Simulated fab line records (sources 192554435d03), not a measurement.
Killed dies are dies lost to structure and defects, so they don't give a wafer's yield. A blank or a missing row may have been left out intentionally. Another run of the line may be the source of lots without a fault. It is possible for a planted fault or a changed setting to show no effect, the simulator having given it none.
fab line records	flow n5_finfet
record lots=9	wafers=27	last_day=17
route steps=1938 shown MOL_CONTACT_COAG@550 BEOL_M4@1111 PASSIVATION@1936
lots untouched by any fault: they come from a run of this same line in which no faults occurred
start_h: hours from the record's first day to the start of the lot's first wafer shown	wait_h: hours since the lot's step before	" identical to the entry in the row above	L1.1+2: a row that stands for several wafers	- no value, or no start was given	* or withheld: withheld	< > ~ a bound
route shown NAME@n: names a module that has steps shown in the file, with the first one's number in the route	usual: the fault-free wafers' mean and standard deviation	same: alike in all rows	chamber/n: place in a boat	sites: readings site by site	_std_site: how widely they spread, as a standard deviation	_edge_site: the outer-site mean with the inner-site mean subtracted	radius_mm: for every site, how far away it sits from the centre of the wafer	mask NAME#n: copy n	behind: the last tool/chamber to shape the wafer	hold: cause of the lot's hold/its duration in hours/its outcome	device: which transistor (n, p or np) failed to switch	end of line: at the end of the route, the tests of the same wafers	step lacking rows: just its recipe	killed: dies lost to structure and defects at the first sort, not the wafer's yield	map: dies across one wafer; x = killed, . = not, _ = none there
set.NAME: setting as actually run; set.NAME@STEP: the setting as run at that earlier step	model.NAME: the simulator's own value behind a step, which no gauge read
the route's steps for a sample of lots (tables are steps, rows are wafers)
services: the hour from which a tool's chamber was out of use, counted from the record's first day as start_h (under 0 if before that day), plus the number of hours and why
## steps
# step N5_MOL_CONTACT_COAG_PRE_CLEAN_142
# recipe gas=H2/He	time_s=60	temp_c=300
# usual heater_power_w=490/47
lot.wafer	tool	chamber	start_h	wait_h	heater_power_w
L180.2	pvd_sputter-02	-	97.62	1.0	464
L180.4	"	-	"	"	587
L180.6	"	-	"	"	451
L181.1	pvd_sputter-03	-	106.70	0.8	422
L181.2	"	-	"	"	432
L181.4	"	-	"	"	486
L182.1	pvd_sputter-02	-	114.20	4.3	526
L182.2	"	-	"	"	461
L182.5	"	-	"	"	456
L185.3	pvd_sputter-03	-	133.46	1.2	424
L185.5	"	-	"	"	473
L185.6	"	-	"	"	423
L188.1	pvd_sputter-02	-	145.95	0.8	478
L188.2	"	-	"	"	455
L188.3	"	-	"	"	514
L194.1	pvd_sputter-01	-	184.39	1.3	505
L194.5	"	-	"	"	473
L194.6	"	-	"	"	511
L199.1	pvd_sputter-01	-	214.01	2.5	499
L199.5	"	-	"	"	501
L199.6	"	-	"	"	508
L200.3	pvd_sputter-02	-	221.30	0.5	456
L200.4	"	-	"	"	585
L200.6	"	-	"	"	443
L201.1	pvd_sputter-01	-	233.22	0.9	456
L201.4	"	-	"	"	511
L201.5	"	-	"	"	507
# step N5_MOL_CONTACT_COAG_INSPECT_57
# recipe mode=adi	inspect_instrument=brightfield
# usual raw_defect_count=207/80
lot.wafer	tool	chamber	start_h	wait_h	raw_defect_count
L180.2	defect_inspect-02	-	101.51	0.0	158
L180.4	"	-	"	"	173
L180.6	"	-	"	"	123
L181.1	defect_inspect-02	-	110.80	0.1	154
L181.2	"	-	"	"	215
L181.4	"	-	"	"	236
L182.1	defect_inspect-01	-	118.23	0.1	333
L182.2	"	-	"	"	402
L182.5	"	-	"	"	260
L185.3	defect_inspect-02	-	137.35	0.0	211
L185.5	"	-	"	"	146
L185.6	"	-	"	"	168
L188.1	defect_inspect-01	-	150.88	0.1	137
L188.2	"	-	"	"	241
L188.3	"	-	"	"	205
L194.1	defect_inspect-01	-	191.99	0.1	600
L194.5	"	-	"	"	512
L194.6	"	-	"	"	478
L199.1	defect_inspect-01	-	217.92	0.1	199
L199.5	"	-	"	"	143
L199.6	"	-	"	"	149
L200.3	defect_inspect-01	-	225.19	0.0	196
L200.4	"	-	"	"	180
L200.6	"	-	"	"	185
L201.1	defect_inspect-01	-	237.43	0.1	135
L201.4	"	-	"	"	174
L201.5	"	-	"	"	193
# step N5_MOL_CONTACT_COAG_ETCH_89
# recipe chemistry=N2/H2	target=underlayer	target_depth_a=130	mask_material=CAR-EUV	time_s=10.4	ion_energy_ev=200	pressure_mtorr=30	source_w=840	bias_w=150	n2_flow_sccm=200	h2_flow_sccm=200	ends=cleared
# usual drypump_motor_current_A=5.6/0.43	etch_rf_on_time_s=10.34/0.17	oes_product_au=0.70/0.074	rf_vpp_V=524.5/2.6	showerhead_plenum_p_Torr=2.56/0.091	throttle_valve_pct=17.82/0.25
lot.wafer	tool	chamber	start_h	wait_h	drypump_motor_current_A	etch_rf_on_time_s	oes_product_au	rf_hours_counter_h	rf_vpp_V	showerhead_plenum_p_Torr	throttle_valve_pct
L180.2	rie_diel-01	3	101.58	0.0	5.4	10.49	0.71	71	522.3	2.47	17.53
L180.4	"	2	"	"	5.2	10.37	0.69	90	523.4	2.46	17.74
L180.6	"	0	"	"	6.2	10.53	0.61	-	521.9	2.53	18.24
L181.1	rie_diel-01	1	110.86	0.0	5.6	10.54	0.60	201	524.9	2.51	17.96
L181.2	"	3	"	"	5.4	10.46	0.71	74	522.1	2.47	17.50
L181.4	"	2	"	"	5.3	10.39	0.69	93	521.5	2.46	17.75
L182.1	rie_diel-05	3	118.30	0.0	5.0	10.20	0.81	5	527.6	2.71	17.52
L182.2	"	2	"	"	5.7	10.07	0.77	45	522.2	2.48	17.97
L182.5	"	0	"	"	5.5	10.42	0.77	-	523.4	2.49	17.53
L185.3	rie_diel-05	0	137.42	0.0	5.5	6.95	0.98	24	524.0	2.48	17.59
L185.5	"	1	"	"	6.1	6.72	1.07	-	525.0	2.59	17.56
L185.6	"	2	"	"	5.6	6.67	0.98	-	522.1	2.47	18.02
L188.1	rie_diel-05	1	151.15	0.0	6.1	6.70	1.05	9	526.6	2.59	17.56
L188.2	"	0	"	"	5.5	6.89	0.96	29	522.2	2.48	17.58
L188.3	"	2	"	"	5.7	6.61	0.97	58	521.5	2.47	18.03
L194.1	rie_diel-06	0	192.06	0.0	4.8	10.24	0.73	65	528.3	2.68	17.88
L194.5	"	2	"	"	5.8	10.42	0.61	-	523.3	2.52	18.03
L194.6	"	3	"	"	5.7	10.55	0.58	-	525.8	2.61	18.24
L199.1	rie_diel-05	0	218.01	0.0	5.5	10.44	0.72	51	522.2	2.47	17.59
L199.5	"	0	"	"	5.5	10.46	0.73	-	520.7	2.47	17.58
L199.6	"	1	"	"	6.1	10.15	0.77	-	524.1	2.58	17.55
L200.3	rie_diel-05	2	225.26	0.0	5.6	10.11	0.72	85	521.9	2.46	18.02
L200.4	"	3	"	"	5.0	10.22	0.73	44	529.3	2.69	17.56
L200.6	"	1	"	"	6.1	10.23	0.76	-	525.8	2.58	17.56
L201.1	rie_diel-01	2	237.54	0.0	5.3	10.34	0.65	135	521.7	2.44	17.82
L201.4	"	3	"	"	5.4	10.43	0.67	117	522.5	2.45	17.59
L201.5	"	3	"	"	5.4	10.44	0.67	-	521.5	2.45	17.62
# step N5_MOL_CONTACT_COAG_ETCHBACK_132
# recipe chemistry=CHF3	target=SiO2	target_depth_a=100	time_s=6.7	ion_energy_ev=200	pressure_mtorr=30	source_w=610	bias_w=170	Ar_flow_sccm=200	CHF3_flow_sccm=50
# usual drypump_motor_current_A=5.6/0.48	mfc_ar_sccm=200.0/0.61	oes_product_au=0.80/0.087	rf_vpp_V=522/4.1	showerhead_plenum_p_Torr=2.42/0.084	throttle_valve_pct=18.80/0.25
lot.wafer	tool	chamber	start_h	wait_h	drypump_motor_current_A	mfc_ar_sccm	oes_product_au	rf_hours_counter_h	rf_vpp_V	showerhead_plenum_p_Torr	throttle_valve_pct
L180.2	rie_diel-05	0	101.86	0.1	5.5	200.5	0.91	13	522	2.34	18.42
L180.4	"	1	"	"	6.1	199.7	0.66	-	521	2.43	18.79
L180.6	"	0	"	"	5.5	199.7	0.91	-	523	2.34	18.42
L181.1	rie_diel-05	2	111.14	0.1	5.7	200.9	0.90	42	517	2.33	18.87
L181.2	"	3	"	"	5.0	199.9	0.96	2	530	2.54	18.55
L181.4	"	3	"	"	5.0	199.9	0.95	-	530	2.54	18.54
L182.1	rie_diel-01	2	118.57	0.1	5.3	199.1	0.79	95	518	2.30	18.43
L182.2	"	3	"	"	5.4	200.1	0.82	76	527	2.32	18.31
L182.5	"	0	"	"	6.2	200.5	0.69	-	519	2.37	19.15
L185.3	rie_diel-01	2	137.76	0.1	5.3	200.0	0.78	102	518	2.29	18.45
L185.5	"	0	"	"	6.2	200.5	0.70	-	519	2.37	19.15
L185.6	"	3	"	"	5.4	200.1	0.83	-	525	2.31	18.34
L188.1	rie_diel-01	3	151.44	0.1	5.4	201.2	0.81	88	526	2.31	18.33
L188.2	"	0	"	"	6.2	200.3	0.70	216	518	2.37	19.15
L188.3	"	1	"	"	5.6	201.0	0.69	215	521	2.36	18.87
L194.1	rie_diel-06	3	192.34	0.1	5.7	199.7	0.68	241	527	2.44	19.17
L194.5	"	0	"	"	4.8	199.0	0.84	-	526	2.51	18.87
L194.6	"	1	"	"	6.2	199.2	0.86	-	517	2.53	18.82
L199.1	rie_diel-01	0	218.29	0.1	6.2	199.5	0.68	239	519	2.36	19.16
L199.5	"	1	"	"	5.6	199.7	0.69	-	521	2.35	18.90
L199.6	"	0	"	"	6.2	199.7	0.68	-	519	2.36	19.19
L200.3	rie_diel-05	1	225.54	0.1	6.1	199.7	0.88	34	522	2.42	18.40
L200.4	"	2	"	"	5.7	200.0	0.84	85	519	2.31	18.98
L200.6	"	0	"	"	5.5	199.1	0.85	-	522	2.32	18.48
L201.1	rie_diel-06	2	237.86	0.1	5.8	199.0	0.70	234	519	2.35	18.94
L201.4	"	0	"	"	4.8	199.9	0.83	-	524	2.50	18.90
L201.5	"	1	"	"	6.2	200.4	0.84	-	517	2.52	18.85
# step N5_BEOL_M4_RC_MEAS_101
# usual DIBL_N=35.7/1.3	DIBL_P=35.4/1.8	IOFF_N=0.152/0.027	IOFF_P=0.20/0.034	ION_N=672/9.8	ION_P=461/7.5	SS_N=71.4/0.55	SS_P=73.1/0.61	VT_N=251/3.3	VT_P=-251/3.6
lot.wafer	tool	chamber	start_h	wait_h	DIBL_N[mV/V]	DIBL_P[mV/V]	IOFF_N[nA/um]	IOFF_P[nA/um]	ION_N[uA/um]	ION_P[uA/um]	SS_N[mV/dec]	SS_P[mV/dec]	VT_N[mV]	VT_P[mV]
L180.2	prober-01	0	167.97	0.2	34.0	32.5	0.114	0.16	661	457	70.3	72.7	255	-255
L180.4	"	0	"	"	35.2	34.1	0.133	0.18	670	464	70.6	73.5	253	-251
L180.6	"	0	"	"	34.4	34.2	0.126	0.18	659	452	71.3	73.0	255	-250
L181.1	prober-01	0	179.12	0.0	38.6	38.5	0.217	0.30	674	468	72.4	74.4	248	-244
L181.2	"	0	"	"	34.7	32.9	0.139	0.21	671	463	71.0	72.9	251	-249
L181.4	"	0	"	"	34.8	34.2	0.144	0.22	673	460	71.6	73.5	251	-248
L182.1	prober-02	0	181.19	0.0	34.3	36.0	0.149	0.18	676	457	70.9	72.8	252	-255
L182.2	"	0	"	"	34.6	34.9	0.144	0.17	664	455	71.6	72.0	254	-253
L182.5	"	0	"	"	33.5	35.0	0.146	0.17	670	459	70.7	73.0	251	-252
L185.3	prober-02	0	200.58	0.3	35.7	36.7	0.162	0.23	680	468	71.3	72.6	247	-247
L185.5	"	0	"	"	35.7	36.7	0.163	0.23	678	467	71.4	72.1	247	-248
L185.6	"	0	"	"	35.1	36.3	0.152	0.22	678	467	71.0	73.0	249	-247
L188.1	prober-02	0	219.25	0.4	36.5	34.9	0.147	0.19	671	458	72.1	73.5	251	-248
L188.2	"	0	"	"	37.6	35.7	0.154	0.21	669	459	71.6	73.0	250	-251
L188.3	"	0	"	"	37.4	36.3	0.156	0.21	675	458	72.1	73.0	253	-249
L194.1	prober-01	0	256.09	0.0	35.6	34.7	0.137	0.17	675	451	71.7	73.1	254	-254
L194.5	"	0	"	"	35.8	35.1	0.145	0.18	665	456	71.5	73.2	253	-256
L194.6	"	0	"	"	37.4	37.0	0.172	0.21	670	454	71.8	73.4	250	-251
L199.1	prober-02	0	281.59	0.6	33.4	34.1	0.116	0.15	656	451	71.0	72.4	256	-258
L199.5	"	0	"	"	33.5	33.9	0.108	0.15	649	445	70.8	72.5	258	-256
L199.6	"	0	"	"	36.0	36.6	0.151	0.18	663	452	71.3	73.1	251	-257
L200.3	prober-02	0	286.21	0.3	35.3	35.0	0.137	0.18	679	464	70.7	72.9	254	-252
L200.4	"	0	"	"	37.8	38.1	0.182	0.22	689	468	71.5	73.6	249	-249
L200.6	"	0	"	"	35.5	35.2	0.137	0.18	678	466	71.0	73.5	250	-253
L201.1	prober-01	0	308.16	0.0	34.3	34.6	0.123	0.18	663	458	71.2	72.0	253	-252
L201.4	"	0	"	"	36.4	36.6	0.150	0.20	673	464	71.5	73.5	250	-250
L201.5	"	0	"	"	35.3	35.2	0.124	0.17	667	456	71.2	72.7	253	-251
# step N5_PASSIVATION_PROBE_49
# usual defect_limited_yield=91.5/1.3	killed_at_M0_to_M3=33/11	killed_at_M4_up=14/5.3	killed_at_contacts=11/6.3	killed_at_front_end=38/10	killed_at_other=3.7/2.8	killed_dies=101/16	killed_open=67/12	killed_short=32/7.4	sort_bin_5_function=5.0/0.86	sort_bin_6_memory=3.2/0.69	sort_bin_8_speed=0.00/0.007	sort_n_pass=1079/16	sort_yield_pct=91.5/1.3
# same gross_dies=1180	killed_at_back_side=0	sort_bin_4_leakage[%]=0
lot.wafer	tool	chamber	start_h	wait_h	defect_limited_yield[%]	killed_at_M0_to_M3	killed_at_M4_up	killed_at_contacts	killed_at_front_end	killed_at_other	killed_dies	killed_open	killed_short	sort_bin_5_function[%]	sort_bin_6_memory[%]	sort_bin_8_speed[%]	sort_n_pass	sort_yield_pct[%]
L185.3	prober-02	-	304.89	0.1	93.6	20	17	16	20	3	76	46	29	2.8	3.1	0	1104	93.6
L185.5	prober-02	-	304.99	0.2	90.9	26	16	22	41	2	107	82	24	5.2	3.5	0	1073	90.9
L185.6	prober-02	-	305.04	0.3	93.0	21	12	15	34	1	83	54	26	4.1	2.8	0	1097	93.0
L194.1	prober-01	-	356.41	0.0	92.0	23	28	14	26	3	94	66	27	5.1	2.5	0	1086	92.0
L194.5	prober-01	-	356.61	0.2	93.3	28	10	6	31	4	79	60	18	4.1	2.5	0	1101	93.3
L194.6	prober-01	-	356.66	0.3	90.8	22	17	5	56	8	108	73	34	5.5	3.6	0	1072	90.8
# killed by level:class
L185.3 MOL_CONTACT_COAG:geometric_particle:open=12 BEOL_M0_SAQP:geometric_particle:open=6 BEOL_M7:geometric_particle:open=6 GATE_CUT:geometric_particle:short=4 MOL_CONTACT_COAG:geometric_particle:short=4 BEOL_M0_SAQP:geometric_particle:short=4 BEOL_M1:geometric_particle:open=4 BEOL_M4:geometric_particle:open=4
L185.5 MOL_CONTACT_COAG:geometric_particle:open=19 STI_FIN_REVEAL:geometric_particle:open=11 BEOL_M3:geometric_particle:open=10 BEOL_M4:geometric_particle:open=8 FIN_SAQP:geometric_particle:open=7 GATE_CUT:geometric_particle:short=6 FIN_SAQP:geometric_particle:short=4 BEOL_M1:geometric_particle:open=4
L185.6 MOL_CONTACT_COAG:geometric_particle:open=11 FIN_SAQP:geometric_particle:short=9 FIN_SAQP:geometric_particle:open=8 BEOL_M0_SAQP:geometric_particle:open=6 BEOL_M3:geometric_particle:open=5 STI_FIN_REVEAL:geometric_particle:open=4 MOL_CONTACT_COAG:geometric_particle:short=4 BEOL_M4:geometric_particle:open=4
L194.1 BEOL_M4:geometric_particle:open=12 MOL_CONTACT_COAG:geometric_particle:open=11 FIN_SAQP:geometric_particle:short=6 BEOL_M4:geometric_particle:short=6 FIN_SAQP:geometric_particle:open=5 BEOL_M0_SAQP:geometric_particle:open=5 BEOL_M0_SAQP:geometric_particle:short=5 BEOL_M5:geometric_particle:open=5
L194.5 STI_FIN_REVEAL:geometric_particle:open=9 BEOL_M2:geometric_particle:open=9 BEOL_M3:geometric_particle:open=7 MOL_CONTACT_COAG:geometric_particle:open=6 FIN_SAQP:geometric_particle:open=5 BEOL_M0_SAQP:geometric_particle:short=4 BEOL_M0_SAQP:geometric_particle:open=4 FIN_SAQP:geometric_particle:short=3
L194.6 FIN_SAQP:geometric_particle:open=14 STI_FIN_REVEAL:geometric_particle:open=11 FIN_SAQP:geometric_particle:short=8 BEOL_M3:geometric_particle:open=8 BEOL_M4:geometric_particle:open=6 MOL_CONTACT_COAG:geometric_particle:open=5 BEOL_M4:geometric_particle:short=5 MIM_TOP:geometric_particle:short=5
## services
tool	chamber	start_h	hours	kind
rie_diel-05	3	77.97	4.6	repair
rie_diel-05	3	82.67	-	clean
rie_diel-05	3	82.67	-	consumable_replace:focus_ring
rie_diel-05	3	82.67	-	consumable_replace:showerhead
rie_diel-05	3	82.67	23.6	scheduled_down
rie_diel-05	3	82.67	23.6	vent_cycle
rie_diel-05	1	106.24	-	clean
rie_diel-05	1	106.24	-	consumable_replace:focus_ring
rie_diel-05	1	106.24	21.1	scheduled_down
rie_diel-05	1	106.24	21.1	vent_cycle
rie_diel-06	0	149.96	9.6	repair
rie_diel-06	-	186.01	2.8	pm
rie_diel-06	2	193.07	5.0	repair
rie_diel-06	3	217.63	-	clean
rie_diel-06	3	217.63	-	consumable_replace:focus_ring
rie_diel-06	3	217.63	24.0	scheduled_down
rie_diel-06	3	217.63	24.0	vent_cycle
## key
first_sign step=N5_MOL_CONTACT_COAG_ETCH_89	reading=etch_rf_on_time_s	direction=down	sigmas=21	usual=*	struck=*
effect step=N5_MOL_CONTACT_COAG_ETCH_89	reading=oes_product_au	direction=up	sigmas=4	usual=0.70	struck=1.00
met_at N5_MOL_CONTACT_COAG_ETCH_89
struck_lots L185,L188
not_acting_at N5_MOL_CONTACT_COAG_PRE_CLEAN_142,N5_MOL_CONTACT_COAG_INSPECT_57,N5_MOL_CONTACT_COAG_ETCHBACK_132
onset_between 118.30 137.42
fault kind=process_parameter_drift	tool=rie_diel-05	chamber=-	onset_h=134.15	steps=N5_MOL_CONTACT_COAG_ETCH_89	channel=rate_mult	offset=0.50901	shape=step	end_h=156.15
